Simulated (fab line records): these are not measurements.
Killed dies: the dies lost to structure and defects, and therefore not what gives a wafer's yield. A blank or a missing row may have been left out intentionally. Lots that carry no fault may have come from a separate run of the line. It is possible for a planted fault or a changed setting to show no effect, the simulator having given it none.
fab line records + flow nand_harc
[record]
- lots = 12
- wafers = 36
- last_day = 24
route steps=1159 shown P_GATE@119 END@1159
lots that met no fault: taken from a fault-free run of the same line
start_h: hours from the record's first day to the start of the lot's first wafer shown + wait_h: hours since the lot's step before + " as in the row above + L1.1+2: a row that stands for several wafers + - no value, or no start given + * or withheld: withheld + < > ~ a bound
route shown NAME@n: NAME is a module with steps in the file, n the number in the route of the first one + usual: mean/standard deviation of fault-free wafers + same: alike in all rows + chamber/n: place in a boat + sites: the reading at each site + _std_site: their standard deviation + _edge_site: mean of outer sites minus mean of inner sites + radius_mm: how far each site lies from the wafer's centre + mask NAME#n: copy n + behind: the tool/chamber that last shaped the wafer + hold: what put the lot on hold/how long, in hours/how the hold closed + device: the transistor (n, p or np) that didn't switch + end of line: tests run on the same wafers once the route is complete + a step given without rows: its recipe and nothing more + killed: not the wafer's yield, but the dies lost to structure and defects at the first sort + map: a wafer's dies, x killed, . not, _ none there
set.NAME: setting as actually run; set.NAME@STEP: the setting as run at that earlier step + model.NAME: the simulator's own value behind a step, which no gauge read
a sample of lots followed through the steps of the route, with each step as a table and each wafer as a row
services: from which hour (start_h, from the record's first day; less than 0 if before it) a tool's chamber was out of use, for how many hours, and why
[[steps]]
[step NHARC_P_GATE_EXPOSE_08]
[recipe]
- na = 0.6
- dose_mj = 16.75
- mask_id = P_HV
| lot.wafer  | tool           | chamber | start_h | wait_h | mask    |
|------------|----------------|---------|---------|--------|---------|
| L317.1+3+5 | krf_scanner-01 | 0       | 66.86   | -      | P_HV#0  |
| L319.2+3+6 | krf_scanner-01 | 0       | 93.20   | -      | P_HV#0  |
| L322.3+4+6 | krf_scanner-03 | 0       | 106.43  | -      | P_HV#0  |
| L325.2+5+6 | krf_scanner-03 | 0       | 118.51  | -      | P_HV#0  |
| L324.1+2+4 | krf_scanner-03 | 0       | 118.54  | -      | P_HV#0  |
| L328.2+3+6 | krf_scanner-01 | 0       | 136.09  | -      | P_NSD#0 |
| L330.1+5+6 | krf_scanner-02 | 0       | 149.96  | -      | P_HV#0  |
| L329.2+3+5 | krf_scanner-01 | 0       | 150.13  | -      | P_HV#0  |
| L332.1+3+4 | krf_scanner-01 | 0       | 158.19  | -      | P_HV#0  |
| L334.2+4+5 | krf_scanner-01 | 0       | 171.28  | -      | P_HV#0  |
| L339.1+4+6 | krf_scanner-01 | 0       | 200.93  | -      | P_HV#0  |
| L338.3+4+6 | krf_scanner-03 | 0       | 201.10  | -      | P_HV#0  |
[step NHARC_P_GATE_CD_MEAS_11]
[recipe]
- target_cd_nm = 1640
- landing_energy_ev = 500
[usual]
- cd_nm = 1638.9/1.8
| lot.wafer | tool      | chamber | start_h | wait_h | cd_nm  |
|-----------|-----------|---------|---------|--------|--------|
| L317.1    | cd_sem-01 | 0       | 67.02   | -      | 1639.8 |
| L317.3    | "         | 0       | "       | "      | 1638.3 |
| L317.5    | "         | 0       | "       | "      | 1639.8 |
| L319.2    | cd_sem-03 | 0       | 93.35   | -      | 1638.3 |
| L319.3    | "         | 0       | "       | "      | 1641.3 |
| L319.6    | "         | 0       | "       | "      | 1638.9 |
| L322.3    | cd_sem-01 | 0       | 106.58  | -      | 1638.1 |
| L322.4    | "         | 0       | "       | "      | 1638.6 |
| L322.6    | "         | 0       | "       | "      | 1637.1 |
| L325.2    | cd_sem-01 | 0       | 118.67  | -      | 1638.0 |
| L325.5    | "         | 0       | "       | "      | 1638.1 |
| L325.6    | "         | 0       | "       | "      | 1637.9 |
| L324.1    | cd_sem-03 | 0       | 118.70  | -      | 1641.2 |
| L324.2    | "         | 0       | "       | "      | 1640.5 |
| L324.4    | "         | 0       | "       | "      | 1643.5 |
| L328.2    | cd_sem-03 | 0       | 136.25  | -      | -      |
| L328.3    | "         | 0       | "       | "      | -      |
| L328.6    | "         | 0       | "       | "      | -      |
| L330.1    | cd_sem-02 | 0       | 150.12  | -      | 1640.1 |
| L330.5    | "         | 0       | "       | "      | 1638.5 |
| L330.6    | "         | 0       | "       | "      | 1636.4 |
| L329.2    | cd_sem-03 | 0       | 150.28  | -      | 1638.3 |
| L329.3    | "         | 0       | "       | "      | 1639.9 |
| L329.5    | "         | 0       | "       | "      | 1640.5 |
| L332.1    | cd_sem-01 | 0       | 158.34  | -      | 1638.4 |
| L332.3    | "         | 0       | "       | "      | 1635.5 |
| L332.4    | "         | 0       | "       | "      | 1639.9 |
| L334.2    | cd_sem-03 | 0       | 171.43  | -      | 1639.5 |
| L334.4    | "         | 0       | "       | "      | 1640.5 |
| L334.5    | "         | 0       | "       | "      | 1640.8 |
| L339.1    | cd_sem-02 | 0       | 201.09  | -      | 1636.5 |
| L339.4    | "         | 0       | "       | "      | 1640.1 |
| L339.6    | "         | 0       | "       | "      | 1638.5 |
| L338.3    | cd_sem-03 | 0       | 201.25  | -      | 1639.1 |
| L338.4    | "         | 0       | "       | "      | 1639.1 |
| L338.6    | "         | 0       | "       | "      | 1641.6 |
[step NHARC_P_GATE_STRIP_101]
[recipe]
- time_s = 20
- o2_flow_sccm = 500
- ar_flow_sccm = 0
- bias_w = 0
- chemistry = O2
[usual]
- chamber_pressure_mTorr = 60.00/0.056
- drypump_motor_current_A = 5.6/0.57
- oes_product_au = 1.009/0.019
- rf_vpp_V = 57.7/0.86
- showerhead_plenum_p_Torr = 3.49/0.13
- throttle_valve_pct = 17.036/0.0084
| lot.wafer | tool        | chamber | start_h | wait_h | chamber_pressure_mTorr | drypump_motor_current_A | oes_product_au | rf_hours_counter_h | rf_vpp_V | showerhead_plenum_p_Torr | throttle_valve_pct |
|-----------|-------------|---------|---------|--------|------------------------|-------------------------|----------------|--------------------|----------|--------------------------|--------------------|
| L317.1    | rie_diel-10 | 1       | 92.66   | 0.1    | 60.01                  | 6.8                     | 1.035          | 19                 | 57.0     | 3.48                     | 17.032             |
| L317.3    | "           | 3       | "       | "      | 59.86                  | 5.6                     | 1.000          | 19                 | 57.5     | 3.37                     | 17.024             |
| L317.5    | "           | 1       | "       | "      | 59.93                  | 6.8                     | 1.038          | -                  | 58.0     | 3.48                     | 17.034             |
| L319.3    | rie_diel-10 | 1       | 118.29  | 0.1    | 60.01                  | 6.8                     | 1.034          | 24                 | 58.1     | 3.48                     | 17.038             |
| L319.2    | "           | 3       | "       | "      | 59.97                  | 5.5                     | 1.006          | 23                 | 57.0     | 3.37                     | 17.045             |
| L319.6    | "           | 1       | "       | "      | 59.93                  | 6.8                     | 1.022          | -                  | 58.4     | 3.48                     | 17.038             |
| L322.3    | rie_diel-10 | 0       | 135.09  | 0.1    | 59.91                  | 5.3                     | 0.993          | 25                 | 58.4     | 3.64                     | 17.037             |
| L322.4    | "           | 1       | "       | "      | 60.02                  | 6.8                     | 1.038          | 27                 | 58.9     | 3.47                     | 17.042             |
| L322.6    | "           | 2       | "       | "      | 60.03                  | 5.4                     | 1.028          | -                  | 57.4     | 3.31                     | 17.026             |
| L325.2    | rie_diel-10 | 2       | 143.58  | 0.1    | 60.01                  | 5.3                     | 1.034          | 29                 | 57.8     | 3.31                     | 17.031             |
| L325.6    | "           | 1       | "       | "      | 59.95                  | 6.8                     | 1.024          | -                  | 57.0     | 3.47                     | 17.036             |
| L325.5    | "           | 2       | "       | "      | 60.00                  | 5.3                     | 1.022          | -                  | 56.5     | 3.31                     | 17.051             |
| L324.1    | rie_diel-03 | 2       | 145.83  | 0.1    | 59.96                  | 5.2                     | 1.014          | 33                 | 57.7     | 3.66                     | 17.039             |
| L324.2    | "           | 3       | "       | "      | 59.93                  | 6.1                     | 1.020          | 25                 | 56.8     | 3.52                     | 17.031             |
| L324.4    | "           | 3       | "       | "      | 60.03                  | 6.1                     | 1.037          | -                  | 57.7     | 3.52                     | 17.022             |
| L328.2    | rie_diel-10 | 2       | 161.32  | 0.1    | 60.05                  | 5.3                     | 1.023          | 32                 | 56.9     | 3.31                     | 17.037             |
| L328.3    | "           | 0       | "       | "      | 59.97                  | 5.3                     | 0.984          | 29                 | 57.1     | 3.64                     | 17.041             |
| L328.6    | "           | 3       | "       | "      | 60.00                  | 5.5                     | 0.988          | -                  | 58.3     | 3.37                     | 17.031             |
| L330.1    | rie_diel-10 | 1       | 175.35  | 0.1    | 60.03                  | 6.8                     | 1.022          | 34                 | 58.0     | 3.47                     | 17.035             |
| L330.6    | "           | 0       | "       | "      | 59.99                  | 5.3                     | 1.003          | -                  | 56.9     | 3.64                     | 17.028             |
| L330.5    | "           | 1       | "       | "      | 60.04                  | 6.8                     | 1.024          | -                  | 58.7     | 3.47                     | 17.024             |
| L329.3    | rie_diel-10 | 1       | 175.89  | 0.1    | 59.96                  | 6.7                     | 1.013          | 34                 | 56.9     | 3.47                     | 17.054             |
| L329.2    | "           | 2       | "       | "      | 59.98                  | 5.3                     | 1.020          | 34                 | 57.5     | 3.31                     | 17.039             |
| L329.5    | "           | 2       | "       | "      | 59.94                  | 5.3                     | 1.021          | -                  | 59.9     | 3.31                     | 17.047             |
| L332.1    | rie_diel-12 | 1       | 183.25  | 0.1    | 59.97                  | 5.9                     | 0.979          | 53                 | 56.8     | 3.42                     | 17.047             |
| L332.3    | "           | 2       | "       | "      | 59.97                  | 6.1                     | 0.974          | 54                 | 58.4     | 3.72                     | 17.045             |
| L332.4    | "           | 0       | "       | "      | 59.94                  | 5.6                     | 0.969          | 52                 | 58.4     | 3.63                     | 17.037             |
| L334.4    | rie_diel-03 | 3       | 198.52  | 0.1    | 60.00                  | 6.1                     | 1.029          | 44                 | 58.3     | 3.51                     | 17.022             |
| L334.2    | "           | 0       | "       | "      | 59.93                  | 5.1                     | 1.009          | 53                 | 57.2     | 3.52                     | 17.035             |
| L334.5    | "           | 3       | "       | "      | 60.02                  | 6.0                     | 1.040          | -                  | 56.9     | 3.51                     | 17.024             |
| L339.1    | rie_diel-03 | 3       | 229.29  | 0.2    | 59.94                  | 6.1                     | 1.013          | 3                  | 59.1     | 3.51                     | 17.012             |
| L339.4    | "           | 1       | "       | "      | 59.99                  | 4.9                     | 0.990          | 2                  | 57.6     | 3.61                     | 17.035             |
| L339.6    | "           | 2       | "       | "      | 59.94                  | 5.2                     | 1.015          | -                  | 57.2     | 3.65                     | 17.033             |
| L338.3    | rie_diel-10 | 3       | 230.70  | 0.1    | 60.05                  | 5.5                     | 0.982          | 11                 | 57.2     | 3.36                     | 17.019             |
| L338.4    | "           | 1       | "       | "      | 59.99                  | 6.8                     | 1.035          | 10                 | 57.3     | 3.47                     | 17.036             |
| L338.6    | "           | 3       | "       | "      | 60.08                  | 5.5                     | 0.976          | -                  | 57.7     | 3.36                     | 17.051             |
[step NHARC_P_GATE_DESCUM_61]
[recipe]
- time_s = 3
- o2_flow_sccm = 200
- ar_flow_sccm = 0
- bias_power_w = 0
- chemistry = O2
[usual]
- chamber_pressure_mTorr = 60.00/0.056
- drypump_motor_current_A = 5.6/0.54
- oes_product_au = 1.007/0.019
- rf_vpp_V = 57.8/0.86
- showerhead_plenum_p_Torr = 1.91/0.073
- throttle_valve_pct = 11.311/0.0098
| lot.wafer | tool        | chamber | start_h | wait_h | chamber_pressure_mTorr | drypump_motor_current_A | oes_product_au | rf_hours_counter_h | rf_vpp_V | showerhead_plenum_p_Torr | throttle_valve_pct |
|-----------|-------------|---------|---------|--------|------------------------|-------------------------|----------------|--------------------|----------|--------------------------|--------------------|
| L317.1    | rie_diel-10 | 0       | 95.34   | -      | 59.96                  | 5.2                     | 0.988          | 19                 | 57.7     | 1.98                     | 11.294             |
| L317.3    | "           | 2       | "       | "      | 60.04                  | 5.3                     | 1.006          | 19                 | 58.6     | 1.79                     | 11.315             |
| L317.5    | "           | 0       | "       | "      | 60.10                  | 5.3                     | 0.994          | -                  | 58.4     | 1.98                     | 11.315             |
| L319.2    | rie_diel-10 | 3       | 121.00  | -      | 60.08                  | 5.5                     | 1.003          | 23                 | 57.1     | 1.82                     | 11.317             |
| L319.3    | "           | 2       | "       | "      | 59.99                  | 5.3                     | 1.021          | 24                 | 58.7     | 1.79                     | 11.312             |
| L319.6    | "           | 3       | "       | "      | 59.99                  | 5.5                     | 0.997          | -                  | 58.4     | 1.82                     | 11.319             |
| L322.3    | rie_diel-10 | 0       | 137.82  | -      | 60.05                  | 5.3                     | 0.998          | 26                 | 57.2     | 1.98                     | 11.325             |
| L322.4    | "           | 1       | "       | "      | 59.96                  | 6.7                     | 1.023          | 28                 | 57.8     | 1.88                     | 11.317             |
| L322.6    | "           | 2       | "       | "      | 59.92                  | 5.3                     | 1.041          | -                  | 56.9     | 1.79                     | 11.318             |
| L325.2    | rie_diel-03 | 3       | 146.31  | -      | 60.03                  | 6.0                     | 1.039          | 25                 | 59.1     | 1.91                     | 11.312             |
| L325.5    | "           | 3       | "       | "      | 59.89                  | 6.0                     | 1.035          | -                  | 57.5     | 1.91                     | 11.298             |
| L325.6    | "           | 0       | "       | "      | 60.11                  | 5.1                     | 1.025          | -                  | 57.6     | 1.92                     | 11.331             |
| L324.4    | rie_diel-10 | 0       | 148.61  | -      | 59.99                  | 5.3                     | 0.994          | 28                 | 58.7     | 1.98                     | 11.307             |
| L324.1    | "           | 1       | "       | "      | 59.93                  | 6.8                     | 1.031          | 30                 | 58.2     | 1.88                     | 11.308             |
| L324.2    | "           | 2       | "       | "      | 59.99                  | 5.3                     | 1.021          | 30                 | 57.1     | 1.79                     | 11.330             |
| L328.3    | rie_diel-10 | 1       | 164.41  | -      | 59.98                  | 6.7                     | 1.036          | 33                 | 58.2     | 1.88                     | 11.311             |
| L328.2    | "           | 0       | "       | "      | 60.05                  | 5.3                     | 0.984          | 30                 | 57.9     | 1.98                     | 11.313             |
| L328.6    | "           | 2       | "       | "      | 59.98                  | 5.3                     | 1.021          | -                  | 56.7     | 1.79                     | 11.301             |
| L330.1    | rie_diel-03 | 0       | 178.44  | -      | 60.07                  | 5.1                     | 1.007          | 44                 | 58.3     | 1.91                     | 11.317             |
| L330.6    | "           | 1       | "       | "      | 59.89                  | 4.9                     | 1.000          | -                  | 59.7     | 1.96                     | 11.330             |
| L330.5    | "           | 2       | "       | "      | 59.94                  | 5.2                     | 1.029          | -                  | 58.3     | 1.99                     | 11.310             |
| L329.3    | rie_diel-12 | 0       | 178.78  | -      | 59.98                  | 5.6                     | 0.968          | 50                 | 57.2     | 1.97                     | 11.303             |
| L329.2    | "           | 3       | "       | "      | 59.99                  | 5.3                     | 0.988          | 53                 | 58.1     | 1.96                     | 11.302             |
| L329.5    | "           | 0       | "       | "      | 59.98                  | 5.6                     | 0.970          | -                  | 57.5     | 1.97                     | 11.304             |
| L332.4    | rie_diel-03 | 2       | 186.10  | -      | 60.01                  | 5.2                     | 1.020          | 49                 | 58.3     | 1.99                     | 11.295             |
| L332.3    | "           | 3       | "       | "      | 60.08                  | 6.0                     | 1.036          | 40                 | 58.4     | 1.90                     | 11.299             |
| L332.1    | "           | 0       | "       | "      | 59.98                  | 5.1                     | 0.998          | 48                 | 58.3     | 1.91                     | 11.325             |
| L334.4    | rie_diel-03 | 2       | 201.20  | -      | 59.97                  | 5.2                     | 1.011          | 56                 | 57.5     | 1.98                     | 11.310             |
| L334.2    | "           | 1       | "       | "      | 60.00                  | 4.9                     | 0.990          | 52                 | 58.5     | 1.96                     | 11.305             |
| L334.5    | "           | 3       | "       | "      | 59.93                  | 6.0                     | 1.029          | -                  | 58.4     | 1.90                     | 11.312             |
| L339.1    | rie_diel-10 | 2       | 232.15  | -      | 60.07                  | 5.3                     | 1.020          | 10                 | 57.8     | 1.78                     | 11.303             |
| L339.4    | "           | 3       | "       | "      | 60.02                  | 5.5                     | 0.979          | 11                 | 58.6     | 1.82                     | 11.325             |
| L339.6    | "           | 1       | "       | "      | 60.07                  | 6.7                     | 1.036          | -                  | 57.8     | 1.88                     | 11.315             |
| L338.4    | rie_diel-12 | 3       | 233.43  | -      | 60.02                  | 5.3                     | 1.010          | 8                  | 57.5     | 1.96                     | 11.302             |
| L338.3    | "           | 2       | "       | "      | 60.02                  | 6.1                     | 0.986          | 9                  | 59.3     | 2.02                     | 11.305             |
| L338.6    | "           | 0       | "       | "      | 60.00                  | 5.6                     | 0.984          | -                  | 57.1     | 1.97                     | 11.320             |
[step NHARC_P_GATE_DEGAS_109]
[recipe]
- temp_c = 300
- time_s = 60
[usual]
- heater_power_w = 485/47
| lot.wafer | tool           | chamber | start_h | wait_h | heater_power_w |
|-----------|----------------|---------|---------|--------|----------------|
| L317.1    | pvd_sputter-01 | -       | 99.18   | 0.1    | 393            |
| L317.3    | "              | -       | "       | "      | 460            |
| L317.5    | "              | -       | "       | "      | 500            |
| L319.2    | pvd_sputter-02 | -       | 124.85  | 0.1    | 457            |
| L319.3    | "              | -       | "       | "      | 495            |
| L319.6    | "              | -       | "       | "      | 427            |
| L322.3    | pvd_sputter-02 | -       | 141.42  | 0.1    | 465            |
| L322.4    | "              | -       | "       | "      | 484            |
| L322.6    | "              | -       | "       | "      | 449            |
| L325.2    | pvd_sputter-01 | -       | 149.90  | 0.1    | 450            |
| L325.6    | "              | -       | "       | "      | 469            |
| L325.5    | "              | -       | "       | "      | 510            |
| L324.4    | pvd_sputter-01 | -       | 152.13  | 0.1    | 397            |
| L324.2    | "              | -       | "       | "      | 467            |
| L324.1    | "              | -       | "       | "      | 584            |
| L328.2    | pvd_sputter-03 | -       | 168.10  | 0.1    | 546            |
| L328.3    | "              | -       | "       | "      | 494            |
| L328.6    | "              | -       | "       | "      | 487            |
| L330.1    | pvd_sputter-02 | -       | 182.11  | 0.1    | 463            |
| L330.6    | "              | -       | "       | "      | 421            |
| L330.5    | "              | -       | "       | "      | 464            |
| L329.3    | pvd_sputter-03 | -       | 182.71  | 0.1    | 452            |
| L329.2    | "              | -       | "       | "      | 510            |
| L329.5    | "              | -       | "       | "      | 437            |
| L332.3    | pvd_sputter-03 | -       | 189.72  | 0.1    | 488            |
| L332.1    | "              | -       | "       | "      | 445            |
| L332.4    | "              | -       | "       | "      | 534            |
| L334.2    | pvd_sputter-03 | -       | 205.10  | 0.1    | 447            |
| L334.4    | "              | -       | "       | "      | 539            |
| L334.5    | "              | -       | "       | "      | 436            |
| L339.1    | pvd_sputter-03 | -       | 235.81  | 0.1    | 491            |
| L339.4    | "              | -       | "       | "      | 493            |
| L339.6    | "              | -       | "       | "      | 478            |
| L338.3    | pvd_sputter-01 | -       | 237.17  | 0.1    | 516            |
| L338.4    | "              | -       | "       | "      | 612            |
| L338.6    | "              | -       | "       | "      | 416            |
[step NHARC_END_SORT_01]
[recipe]
- temp_c = 25
[usual]
- killed_at_array = 28/11
- killed_at_other = 0.5/0.87
- killed_at_periphery = 2.9/2.2
- killed_dies = 32/11
- killed_open = 3.2/1.9
- killed_short = 1.8/1.4
[same]
- gross_dies = 677
| lot.wafer | tool      | chamber | start_h | wait_h | killed_at_array | killed_at_other | killed_at_periphery | killed_dies | killed_open | killed_short |
|-----------|-----------|---------|---------|--------|-----------------|-----------------|---------------------|-------------|-------------|--------------|
| L328.2    | prober-02 | 0       | 492.15  | 2.8    | 43              | 0               | 634                 | 677         | 5           | 4            |
| L328.3    | prober-02 | 0       | 492.95  | 3.1    | 32              | 0               | 645                 | 677         | 7           | 3            |
| L328.6    | prober-02 | 0       | 495.33  | 4.0    | 41              | 0               | 636                 | 677         | 9           | 3            |
// killed by level:class
L328.2 P_GATE:area_expose=629 A_CHANNEL_HOLE_D1:chamber_film_flake=18 A_SLIT:chamber_film_flake=16 A_CHANNEL_FILL_D1:geometric_particle:short=2 A_STAIRCASE:chamber_film_flake=2 P_STI:geometric_particle:open=1 P_M0:geometric_particle:short=1 P_M0:geometric_particle:open=1
L328.3 P_GATE:area_expose=639 A_CHANNEL_HOLE_D1:chamber_film_flake=19 A_CONTACT:chamber_film_flake=3 A_SLIT:chamber_film_flake=2 A_STAIRCASE:chamber_film_flake=2 P_STI:geometric_particle:open=1 P_STI:geometric_particle:short=1 P_GATE:geometric_particle:open=1
L328.6 P_GATE:area_expose=632 A_CHANNEL_HOLE_D1:chamber_film_flake=17 A_SLIT:chamber_film_flake=12 A_CONTACT:chamber_film_flake=4 P_GATE:geometric_particle:open=2 A_ONON_D1:geometric_particle:open=2 A_CHANNEL_FILL_D1:geometric_particle:short=2 P_STI:geometric_particle:open=1
[[services]]
| tool           | chamber | start_h | hours | kind   |
|----------------|---------|---------|-------|--------|
| krf_scanner-01 | -       | 44.35   | 1.7   | repair |
| rie_diel-12    | -       | 45.91   | 0.2   | repair |
| pvd_sputter-03 | -       | 51.33   | 9.7   | repair |
| krf_scanner-03 | -       | 58.42   | 5.8   | repair |
| rie_diel-12    | -       | 66.02   | 1.1   | repair |
| krf_scanner-01 | -       | 80.27   | 3.5   | repair |
| krf_scanner-01 | -       | 84.00   | 4.0   | pm     |
| rie_diel-10    | 0       | 95.88   | 4.9   | repair |
| rie_diel-10    | 3       | 97.00   | 3.0   | repair |
| rie_diel-12    | 0       | 102.75  | 2.9   | repair |
| rie_diel-03    | 1       | 138.98  | 11.3  | repair |
| rie_diel-12    | 2       | 143.75  | 1.7   | repair |
| pvd_sputter-03 | -       | 153.96  | 10.0  | pm     |
| krf_scanner-01 | -       | 165.59  | 1.0   | repair |
| krf_scanner-03 | -       | 168.00  | 4.0   | pm     |
| pvd_sputter-01 | -       | 172.68  | 3.9   | repair |
| rie_diel-10    | -       | 176.51  | 9.0   | pm     |
| pvd_sputter-01 | -       | 176.60  | 10.0  | pm     |
| pvd_sputter-03 | -       | 179.79  | 0.5   | repair |
| rie_diel-12    | -       | 197.12  | 5.7   | repair |
| pvd_sputter-01 | -       | 199.13  | 3.9   | repair |
| rie_diel-12    | -       | 202.83  | 9.0   | pm     |
| rie_diel-03    | -       | 215.38  | 9.0   | pm     |
| pvd_sputter-03 | -       | 216.07  | 5.1   | repair |
[[key]]
[first_sign]
- step = NHARC_P_GATE_EXPOSE_08
- reading = mask
- direction = changed
[effect]
- step = NHARC_P_GATE_CD_MEAS_11
- reading = cd_nm
- direction = missing
[effect]
- step = NHARC_END_SORT_01
- reading = killed_at_periphery
- direction = up
- sigmas = 99+
- usual = 2.9
- struck = 638.3
[more_kills_born_at]
- NHARC_P_GATE_EXPOSE_08@krf_scanner-01 = 1900
met_at NHARC_P_GATE_EXPOSE_08
struck_lots L328
later_rows_left_out L328.2,L328.3,L328.6
tester_left_out L328
not_acting_at NHARC_P_GATE_STRIP_101,NHARC_P_GATE_DESCUM_61,NHARC_P_GATE_DEGAS_109
onset_between 93.20 136.09
[fault]
- kind = wrong_mask
- tool = any
- chamber = -
- onset_h = 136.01
- steps = NHARC_P_GATE_EXPOSE_08
- aux_copy = P_NSD#0
- scope = struck_lots_only
// tester_left_out: of these lots the tester's yield and bins aren't shown, on N5 and GAA mostly nor the transistor test; their killed dies are dies lost to structure and defects alone, not to doping, threshold or leakage, so they don't give the yield
// later_rows_left_out: the simulator's readings of these wafers behind a module that went badly wrong aren't trusted and aren't shown, but for the sort
